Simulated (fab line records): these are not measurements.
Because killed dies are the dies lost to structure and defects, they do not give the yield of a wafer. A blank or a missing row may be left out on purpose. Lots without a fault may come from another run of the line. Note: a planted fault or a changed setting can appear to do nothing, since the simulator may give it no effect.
Which tool is to blame? || flow n5-finfet || 24 wafers from 8 lots sampled at 5 of the route's 1938 steps

WHAT THE GAUGES READ, wafer by wafer
N5_BEOL_M4_RC_MEAS_101. Usual: DIBL_N 36.4 mV/V, standard deviation 2.7; DIBL_P 36 mV/V, standard deviation 3.2; IOFF_N 0.16 nA/um, standard deviation 0.046; IOFF_P 0.21 nA/um, standard deviation 0.055; ION_N 677 uA/um, standard deviation 15; ION_P 464 uA/um, standard deviation 11; SS_N 71.5 mV/dec, standard deviation 0.79; SS_P 73.3 mV/dec, standard deviation 0.93; VT_N 250 mV, standard deviation 4.1; VT_P -251 mV, standard deviation 4.4.
{"lot": "L317", "measured": "day 7 20:13", "on": "prober-01", "DIBL_N (mV/V)": "34.9 36.4 39.0", "DIBL_P (mV/V)": "35 37 41", "IOFF_N (nA/um)": "0.14 0.18 0.23", "IOFF_P (nA/um)": "0.22 0.26 0.35", "ION_N (uA/um)": "670 683 690", "ION_P (uA/um)": "466 472 470", "SS_N (mV/dec)": "72.1 72.4 72.5", "SS_P (mV/dec)": "73.6 73.2 75.1", "VT_N (mV)": "251 247 247", "VT_P (mV)": "-247 -245 -240", "flag": ""}
{"lot": "L319", "measured": "day 9 09:14", "on": "prober-02", "DIBL_N (mV/V)": "36.1 37.3 37.3", "DIBL_P (mV/V)": "36 37 38", "IOFF_N (nA/um)": "0.15 0.18 0.18", "IOFF_P (nA/um)": "0.20 0.23 0.24", "ION_N (uA/um)": "674 681 689", "ION_P (uA/um)": "469 471 474", "SS_N (mV/dec)": "70.7 71.8 71.7", "SS_P (mV/dec)": "72.6 74.1 73.8", "VT_N (mV)": "250 247 246", "VT_P (mV)": "-248 -250 -248", "flag": ""}
{"lot": "L321", "measured": "day 9 14:45", "on": "prober-02", "DIBL_N (mV/V)": "31.4 36.5 35.3", "DIBL_P (mV/V)": "29 36 34", "IOFF_N (nA/um)": "0.09 0.17 0.14", "IOFF_P (nA/um)": "0.13 0.21 0.18", "ION_N (uA/um)": "648 691 677", "ION_P (uA/um)": "452 470 463", "SS_N (mV/dec)": "69.9 71.7 71.3", "SS_P (mV/dec)": "71.0 72.6 72.5", "VT_N (mV)": "256 246 252", "VT_P (mV)": "-257 -249 -253", "flag": ""}
{"lot": "L338", "measured": "day 14 04:37", "on": "prober-02", "DIBL_N (mV/V)": "36.8 37.1 37.0", "DIBL_P (mV/V)": "37 38 38", "IOFF_N (nA/um)": "0.19 0.20 0.17", "IOFF_P (nA/um)": "0.23 0.23 0.23", "ION_N (uA/um)": "697 694 673", "ION_P (uA/um)": "475 466 466", "SS_N (mV/dec)": "71.2 71.2 71.6", "SS_P (mV/dec)": "72.9 73.8 74.1", "VT_N (mV)": "246 246 247", "VT_P (mV)": "-248 -253 -251", "flag": ""}
{"lot": "L339", "measured": "day 14 07:22", "on": "prober-02", "DIBL_N (mV/V)": "40.0 36.7 41.0", "DIBL_P (mV/V)": "38 34 40", "IOFF_N (nA/um)": "0.21 0.14 0.23", "IOFF_P (nA/um)": "0.22 0.16 0.25", "ION_N (uA/um)": "677 659 689", "ION_P (uA/um)": "457 448 467", "SS_N (mV/dec)": "72.4 71.2 72.3", "SS_P (mV/dec)": "73.5 72.5 74.2", "VT_N (mV)": "249 253 247", "VT_P (mV)": "-253 -257 -252", "flag": ""}
{"lot": "L340", "measured": "day 14 07:26", "on": "prober-01", "DIBL_N (mV/V)": "28.6 32.5 32.1", "DIBL_P (mV/V)": "29 32 33", "IOFF_N (nA/um)": "0.06 0.11 0.11", "IOFF_P (nA/um)": "0.09 0.12 0.13", "ION_N (uA/um)": "633 658 677", "ION_P (uA/um)": "435 440 462", "SS_N (mV/dec)": "70.3 71.0 70.6", "SS_P (mV/dec)": "70.7 71.9 71.7", "VT_N (mV)": "264 256 253", "VT_P (mV)": "-265 -259 -259", "flag": ""}

TOOL THAT RAN EACH LOT (tool first, then ch and the chambers of the sampled wafers, then the start)
{"lot": "L317", "N5_BEOL_M0_SAQP_DESCUM_45": "rie-diel-05 ch 1,2,3, day 5 16:13", "N5_BEOL_M0_CUTY_DESCUM_61": "rie-diel-01 ch 0,1,3, day 5 17:31", "N5_BEOL_M0_ETCH_128": "rie-diel-04 ch 0,1,3, day 6 00:41", "N5_BEOL_M0_TRENCH_ETCH_107": "rie-diel-04 ch 0,1,3, day 6 00:44"}
{"lot": "L319", "N5_BEOL_M0_SAQP_DESCUM_45": "rie-diel-03 ch 0,1, day 6 06:14", "N5_BEOL_M0_CUTY_DESCUM_61": "rie-diel-01 ch 0,1,3, day 6 08:11", "N5_BEOL_M0_ETCH_128": "rie-diel-04 ch 2,3, day 6 09:37", "N5_BEOL_M0_TRENCH_ETCH_107": "rie-diel-04 ch 2,3, day 6 09:40"}
{"lot": "L321", "N5_BEOL_M0_SAQP_DESCUM_45": "rie-diel-02 ch 0,1,3, day 6 21:25", "N5_BEOL_M0_CUTY_DESCUM_61": "rie-diel-06 ch 0,1,3, day 6 23:04", "N5_BEOL_M0_ETCH_128": "rie-diel-06 ch 0,2,3, day 7 00:41", "N5_BEOL_M0_TRENCH_ETCH_107": "rie-diel-06 ch 0,2,3, day 7 00:44"}
{"lot": "L335", "N5_BEOL_M0_SAQP_DESCUM_45": "rie-diel-03 ch 2,3, day 10 03:04", "N5_BEOL_M0_CUTY_DESCUM_61": "rie-diel-06 ch 0,1,2, day 10 04:46", "N5_BEOL_M0_ETCH_128": "rie-diel-04 ch 2,3, day 10 07:50", "N5_BEOL_M0_TRENCH_ETCH_107": "rie-diel-04 ch 2,3, day 10 07:53"}
{"lot": "L336", "N5_BEOL_M0_SAQP_DESCUM_45": "rie-diel-05 ch 0,1, day 10 10:25", "N5_BEOL_M0_CUTY_DESCUM_61": "rie-diel-01 ch 2,3, day 10 12:02", "N5_BEOL_M0_ETCH_128": "rie-diel-06 ch 0,2,3, day 10 14:41", "N5_BEOL_M0_TRENCH_ETCH_107": "rie-diel-06 ch 0,2,3, day 10 14:44"}
{"lot": "L338", "N5_BEOL_M0_SAQP_DESCUM_45": "rie-diel-03 ch 0,1,3, day 11 04:10", "N5_BEOL_M0_CUTY_DESCUM_61": "rie-diel-06 ch 0,2,3, day 11 05:28", "N5_BEOL_M0_ETCH_128": "rie-diel-06 ch 1,2,3, day 11 08:55", "N5_BEOL_M0_TRENCH_ETCH_107": "rie-diel-06 ch 1,2,3, day 11 08:57"}
{"lot": "L339", "N5_BEOL_M0_SAQP_DESCUM_45": "rie-diel-03 ch 0,2,3, day 11 06:55", "N5_BEOL_M0_CUTY_DESCUM_61": "rie-diel-01 ch 1,2,3, day 11 08:25", "N5_BEOL_M0_ETCH_128": "rie-diel-01 ch 1,2,3, day 11 13:23", "N5_BEOL_M0_TRENCH_ETCH_107": "rie-diel-01 ch 1,2,3, day 11 13:26"}
{"lot": "L340", "N5_BEOL_M0_SAQP_DESCUM_45": "rie-diel-03 ch 0,1,2, day 11 10:47", "N5_BEOL_M0_CUTY_DESCUM_61": "rie-diel-01 ch 1,2,3, day 11 12:27", "N5_BEOL_M0_ETCH_128": "rie-diel-04 ch 0,1,2, day 11 13:25", "N5_BEOL_M0_TRENCH_ETCH_107": "rie-diel-04 ch 0,1,2, day 11 13:28"}
- N5_BEOL_M0_SAQP_DESCUM_45: chemistry O2, time 7 s.
- N5_BEOL_M0_CUTY_DESCUM_61: chemistry O2, time 7.9 s.
- N5_BEOL_M0_ETCH_128: etches SiCN in CF4/N2, target depth 12 nm, overetch 5.1 nm, time 21.4 s.
- N5_BEOL_M0_TRENCH_ETCH_107: etches SiOC in C4F6/O2, target depth 32.8 nm, time 16.4 s.

AS READ BY THE TOOLS THEMSELVES (means over the sampled wafers that have a number; for cases with no such wafer, the mark the record gives instead)
N5_BEOL_M0_SAQP_DESCUM_45. Usual: drypump-motor-current-A 5.9 A, standard deviation 0.56; oes-product-au 0.77 a.u., standard deviation 0.093; rf-vpp-V 243.4 V, standard deviation 1.3; showerhead-plenum-p-Torr 2.10 Torr, standard deviation 0.059; throttle-valve-pct 20.43 %, standard deviation 0.24.
{"lot": "L317", "tool": "rie-diel-05", "drypump-motor-current-A (A)": 5.9, "oes-product-au (a.u.)": 0.74, "rf-vpp-V (V)": 244.6, "showerhead-plenum-p-Torr (Torr)": 2.14, "throttle-valve-pct (%)": 20.55, "flag": ""}
{"lot": "L319", "tool": "rie-diel-03", "drypump-motor-current-A (A)": 5.5, "oes-product-au (a.u.)": 0.74, "rf-vpp-V (V)": 243.8, "showerhead-plenum-p-Torr (Torr)": 2.08, "throttle-valve-pct (%)": 20.85, "flag": ""}
{"lot": "L321", "tool": "rie-diel-02", "drypump-motor-current-A (A)": 5.9, "oes-product-au (a.u.)": 0.75, "rf-vpp-V (V)": 243.6, "showerhead-plenum-p-Torr (Torr)": 2.15, "throttle-valve-pct (%)": 20.28, "flag": ""}
{"lot": "L335", "tool": "rie-diel-03", "drypump-motor-current-A (A)": 5.3, "oes-product-au (a.u.)": 0.80, "rf-vpp-V (V)": 244.8, "showerhead-plenum-p-Torr (Torr)": 2.16, "throttle-valve-pct (%)": 20.44, "flag": ""}
{"lot": "L336", "tool": "rie-diel-05", "drypump-motor-current-A (A)": 5.7, "oes-product-au (a.u.)": 0.91, "rf-vpp-V (V)": 243.1, "showerhead-plenum-p-Torr (Torr)": 2.10, "throttle-valve-pct (%)": 20.29, "flag": ""}
{"lot": "L338", "tool": "rie-diel-03", "drypump-motor-current-A (A)": 5.4, "oes-product-au (a.u.)": 0.78, "rf-vpp-V (V)": 242.6, "showerhead-plenum-p-Torr (Torr)": 2.09, "throttle-valve-pct (%)": 20.60, "flag": ""}
{"lot": "L339", "tool": "rie-diel-03", "drypump-motor-current-A (A)": 5.6, "oes-product-au (a.u.)": 0.85, "rf-vpp-V (V)": 243.7, "showerhead-plenum-p-Torr (Torr)": 2.10, "throttle-valve-pct (%)": 20.38, "flag": ""}
{"lot": "L340", "tool": "rie-diel-03", "drypump-motor-current-A (A)": 5.7, "oes-product-au (a.u.)": 0.86, "rf-vpp-V (V)": 243.2, "showerhead-plenum-p-Torr (Torr)": 2.07, "throttle-valve-pct (%)": 20.52, "flag": ""}

N5_BEOL_M0_CUTY_DESCUM_61. Usual: drypump-motor-current-A 5.6 A, standard deviation 0.45; oes-product-au 0.81 a.u., standard deviation 0.087; rf-vpp-V 243.3 V, standard deviation 1.5; showerhead-plenum-p-Torr 2.11 Torr, standard deviation 0.076; throttle-valve-pct 20.31 %, standard deviation 0.2.
{"lot": "L317", "tool": "rie-diel-01", "drypump-motor-current-A (A)": 5.5, "oes-product-au (a.u.)": 0.76, "rf-vpp-V (V)": 243.0, "showerhead-plenum-p-Torr (Torr)": 2.10, "throttle-valve-pct (%)": 20.45, "flag": ""}
{"lot": "L319", "tool": "rie-diel-01", "drypump-motor-current-A (A)": 5.5, "oes-product-au (a.u.)": 0.76, "rf-vpp-V (V)": 243.7, "showerhead-plenum-p-Torr (Torr)": 2.10, "throttle-valve-pct (%)": 20.46, "flag": ""}
{"lot": "L321", "tool": "rie-diel-06", "drypump-motor-current-A (A)": 5.6, "oes-product-au (a.u.)": 0.85, "rf-vpp-V (V)": 244.4, "showerhead-plenum-p-Torr (Torr)": 2.15, "throttle-valve-pct (%)": 20.25, "flag": ""}
{"lot": "L335", "tool": "rie-diel-06", "drypump-motor-current-A (A)": 5.8, "oes-product-au (a.u.)": 0.79, "rf-vpp-V (V)": 245.3, "showerhead-plenum-p-Torr (Torr)": 2.15, "throttle-valve-pct (%)": 20.18, "flag": ""}
{"lot": "L336", "tool": "rie-diel-01", "drypump-motor-current-A (A)": 6.0, "oes-product-au (a.u.)": 0.94, "rf-vpp-V (V)": 243.4, "showerhead-plenum-p-Torr (Torr)": 2.04, "throttle-valve-pct (%)": 19.99, "flag": ""}
{"lot": "L338", "tool": "rie-diel-06", "drypump-motor-current-A (A)": 5.3, "oes-product-au (a.u.)": 0.80, "rf-vpp-V (V)": 243.6, "showerhead-plenum-p-Torr (Torr)": 2.09, "throttle-valve-pct (%)": 20.22, "flag": ""}
{"lot": "L339", "tool": "rie-diel-01", "drypump-motor-current-A (A)": 5.7, "oes-product-au (a.u.)": 0.92, "rf-vpp-V (V)": 242.8, "showerhead-plenum-p-Torr (Torr)": 2.03, "throttle-valve-pct (%)": 20.13, "flag": ""}
{"lot": "L340", "tool": "rie-diel-01", "drypump-motor-current-A (A)": 5.7, "oes-product-au (a.u.)": 0.91, "rf-vpp-V (V)": 241.7, "showerhead-plenum-p-Torr (Torr)": 2.03, "throttle-valve-pct (%)": 20.14, "flag": ""}

N5_BEOL_M0_ETCH_128. Usual: bias-w is 69.99 W with standard deviation 0.2, cf4-flow-sccm is 60.00 sccm with standard deviation 0.18, drypump-motor-current-A is 5.7 A with standard deviation 0.43, oes-product-au is 0.55 a.u. with standard deviation 0.055, rf-vpp-V is 382.4 V with standard deviation 1.9, showerhead-plenum-p-Torr is 2.21 Torr with standard deviation 0.069, and throttle-valve-pct is 15.34 % with standard deviation 0.17.
{"lot": "L317", "tool": "rie-diel-04", "bias-w (W)": 69.97, "cf4-flow-sccm (sccm)": 59.95, "drypump-motor-current-A (A)": 5.7, "oes-product-au (a.u.)": 0.54, "rf-vpp-V (V)": 381.7, "showerhead-plenum-p-Torr (Torr)": 2.19, "throttle-valve-pct (%)": 15.44, "flag": ""}
{"lot": "L319", "tool": "rie-diel-04", "bias-w (W)": 70.18, "cf4-flow-sccm (sccm)": 60.06, "drypump-motor-current-A (A)": 5.4, "oes-product-au (a.u.)": 0.56, "rf-vpp-V (V)": 381.0, "showerhead-plenum-p-Torr (Torr)": 2.16, "throttle-valve-pct (%)": 15.34, "flag": ""}
{"lot": "L321", "tool": "rie-diel-06", "bias-w (W)": 70.20, "cf4-flow-sccm (sccm)": 59.97, "drypump-motor-current-A (A)": 5.4, "oes-product-au (a.u.)": 0.57, "rf-vpp-V (V)": 383.3, "showerhead-plenum-p-Torr (Torr)": 2.23, "throttle-valve-pct (%)": 15.30, "flag": ""}
{"lot": "L335", "tool": "rie-diel-04", "bias-w (W)": "-", "cf4-flow-sccm (sccm)": "-", "drypump-motor-current-A (A)": "-", "oes-product-au (a.u.)": "-", "rf-vpp-V (V)": "-", "showerhead-plenum-p-Torr (Torr)": "-", "throttle-valve-pct (%)": "-", "flag": "OFF"}
{"lot": "L336", "tool": "rie-diel-06", "bias-w (W)": "-", "cf4-flow-sccm (sccm)": "-", "drypump-motor-current-A (A)": "-", "oes-product-au (a.u.)": "-", "rf-vpp-V (V)": "-", "showerhead-plenum-p-Torr (Torr)": "-", "throttle-valve-pct (%)": "-", "flag": "OFF"}
{"lot": "L338", "tool": "rie-diel-06", "bias-w (W)": 69.98, "cf4-flow-sccm (sccm)": 60.02, "drypump-motor-current-A (A)": 5.7, "oes-product-au (a.u.)": 0.59, "rf-vpp-V (V)": 383.2, "showerhead-plenum-p-Torr (Torr)": 2.23, "throttle-valve-pct (%)": 15.34, "flag": ""}
{"lot": "L339", "tool": "rie-diel-01", "bias-w (W)": 70.05, "cf4-flow-sccm (sccm)": 59.87, "drypump-motor-current-A (A)": 5.7, "oes-product-au (a.u.)": 0.63, "rf-vpp-V (V)": 381.3, "showerhead-plenum-p-Torr (Torr)": 2.15, "throttle-valve-pct (%)": 15.17, "flag": ""}
{"lot": "L340", "tool": "rie-diel-04", "bias-w (W)": 70.05, "cf4-flow-sccm (sccm)": 60.01, "drypump-motor-current-A (A)": 6.0, "oes-product-au (a.u.)": 0.53, "rf-vpp-V (V)": 381.7, "showerhead-plenum-p-Torr (Torr)": 2.19, "throttle-valve-pct (%)": 15.29, "flag": ""}

N5_BEOL_M0_TRENCH_ETCH_107. Usual: C4F6_flow_sccm 10.00 sccm, standard deviation 0.031; O2_flow_sccm 9.999 sccm, standard deviation 0.03; drypump-motor-current-A 5.7 A, standard deviation 0.43; oes-product-au 0.80 a.u., standard deviation 0.084; rf-vpp-V 658 V, standard deviation 19; showerhead-plenum-p-Torr 2.85 Torr, standard deviation 0.089; throttle-valve-pct 20.74 %, standard deviation 0.21.
{"lot": "L317", "tool": "rie-diel-04", "C4F6_flow_sccm (sccm)": 10.01, "O2_flow_sccm (sccm)": 10.007, "drypump-motor-current-A (A)": 5.7, "oes-product-au (a.u.)": 0.78, "rf-vpp-V (V)": 662, "showerhead-plenum-p-Torr (Torr)": 2.83, "throttle-valve-pct (%)": 20.95, "flag": ""}
{"lot": "L319", "tool": "rie-diel-04", "C4F6_flow_sccm (sccm)": 10.01, "O2_flow_sccm (sccm)": 10.029, "drypump-motor-current-A (A)": 5.4, "oes-product-au (a.u.)": 0.80, "rf-vpp-V (V)": 646, "showerhead-plenum-p-Torr (Torr)": 2.79, "throttle-valve-pct (%)": 20.80, "flag": ""}
{"lot": "L321", "tool": "rie-diel-06", "C4F6_flow_sccm (sccm)": 9.98, "O2_flow_sccm (sccm)": 10.037, "drypump-motor-current-A (A)": 5.4, "oes-product-au (a.u.)": 0.83, "rf-vpp-V (V)": 649, "showerhead-plenum-p-Torr (Torr)": 2.87, "throttle-valve-pct (%)": 20.70, "flag": ""}
{"lot": "L335", "tool": "rie-diel-04", "C4F6_flow_sccm (sccm)": 10.01, "O2_flow_sccm (sccm)": 10.001, "drypump-motor-current-A (A)": 5.7, "oes-product-au (a.u.)": 0.74, "rf-vpp-V (V)": 650, "showerhead-plenum-p-Torr (Torr)": 2.80, "throttle-valve-pct (%)": 20.68, "flag": ""}
{"lot": "L336", "tool": "rie-diel-06", "C4F6_flow_sccm (sccm)": 9.98, "O2_flow_sccm (sccm)": 9.977, "drypump-motor-current-A (A)": 5.4, "oes-product-au (a.u.)": 0.80, "rf-vpp-V (V)": 649, "showerhead-plenum-p-Torr (Torr)": 2.86, "throttle-valve-pct (%)": 20.76, "flag": ""}
{"lot": "L338", "tool": "rie-diel-06", "C4F6_flow_sccm (sccm)": 10.01, "O2_flow_sccm (sccm)": 9.987, "drypump-motor-current-A (A)": 5.8, "oes-product-au (a.u.)": 0.85, "rf-vpp-V (V)": 648, "showerhead-plenum-p-Torr (Torr)": 2.87, "throttle-valve-pct (%)": 20.73, "flag": ""}
{"lot": "L339", "tool": "rie-diel-01", "C4F6_flow_sccm (sccm)": 9.97, "O2_flow_sccm (sccm)": 9.983, "drypump-motor-current-A (A)": 5.7, "oes-product-au (a.u.)": 0.91, "rf-vpp-V (V)": 663, "showerhead-plenum-p-Torr (Torr)": 2.76, "throttle-valve-pct (%)": 20.57, "flag": ""}
{"lot": "L340", "tool": "rie-diel-04", "C4F6_flow_sccm (sccm)": 9.98, "O2_flow_sccm (sccm)": 9.981, "drypump-motor-current-A (A)": 5.9, "oes-product-au (a.u.)": 0.79, "rf-vpp-V (V)": 665, "showerhead-plenum-p-Torr (Torr)": 2.82, "throttle-valve-pct (%)": 20.72, "flag": ""}

THE ANSWER, worked out from the rows above alone
Rule: lot off if the mean of its wafers having a number is beyond 3 standard deviations from the usual mean. A lot without any number at a reading at which 4 lots or more have one is off too. Any other lot the step has rows for is counted as sound. First the gauges in route order, then the tools' own readings, where a lot's mean is used as printed above. At the first step where some lot is off, the reading lying furthest off is the one used; lots without a number count as furthest.
Off, at N5_BEOL_M0_ETCH_128 on bias-w: L335, L336. Without a number there: L335, L336.
If a tool, at that step or one of the process steps before it, ran each lot that is off and ran no sound lot following the first of them, it fits. Not one of the candidates tried fits.

WHAT WAS PUT IN BY THE SIMULATOR
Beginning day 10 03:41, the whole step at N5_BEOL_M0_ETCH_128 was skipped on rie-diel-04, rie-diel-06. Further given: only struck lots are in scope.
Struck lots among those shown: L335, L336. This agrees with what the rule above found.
